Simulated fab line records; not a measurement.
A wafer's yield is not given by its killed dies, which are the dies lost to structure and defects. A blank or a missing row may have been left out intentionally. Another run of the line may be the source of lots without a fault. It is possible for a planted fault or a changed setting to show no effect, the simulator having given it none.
Matching of chambers | flow n5 finfet | 4 sister chambers for N5_BEOL_M1_ETCH_70 on rie diel-04
The step etches SOC in N2/H2, target depth 80 nm, overetch 16 nm, time 120 s. 4 wafers are shown with their chamber, then 10 later ones without.

WAFERS WITH THEIR CHAMBER
wafer  | chamber | showerhead plenum p Torr (Torr)
L084.2 | 0       | 2.51
L084.5 | 2       | 2.52
L085.2 | 3       | 2.41
L085.3 | 1       | 2.66

WAFERS WITHOUT THEIR CHAMBER
wafer  | showerhead plenum p Torr (Torr)
L085.5 | 2.41
L091.1 | 2.51
L091.4 | 2.51
L091.5 | 2.51
L095.4 | 2.65
L095.5 | 2.51
L095.6 | 2.40
L096.1 | 2.51
L096.3 | 2.40
L096.5 | 2.51

CHAMBER TAKEN BY EACH
wafer  | from the rows above     | in truth
L085.5 | 3                       | 3
L091.1 | can't be placed: 0 or 2 | 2
L091.4 | can't be placed: 0 or 2 | 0
L091.5 | can't be placed: 0 or 2 | 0
L095.4 | 1                       | 1
L095.5 | can't be placed: 0 or 2 | 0
L095.6 | 3                       | 3
L096.1 | can't be placed: 0 or 2 | 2
L096.3 | 3                       | 3
L096.5 | can't be placed: 0 or 2 | 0
4 of 10 placed correctly. Not placeable from these rows: 6 (in 6, the candidates include the true chamber). Placed wrongly: 0.
How it was worked out, from the rows above alone: a wafer's distance from a chamber is the root of the sum, over the readings, of the square of ((its reading less the chamber's mean) divided by the reading's scatter). The wafer belongs to the nearest chamber; if the next one is less than 2 further off, it can't be placed. The mean given for a chamber averages the wafers shown for that chamber. The scatter: with one shown wafer a chamber, the root of the mean of the squares of how far each hidden wafer lies from its nearest shown one.
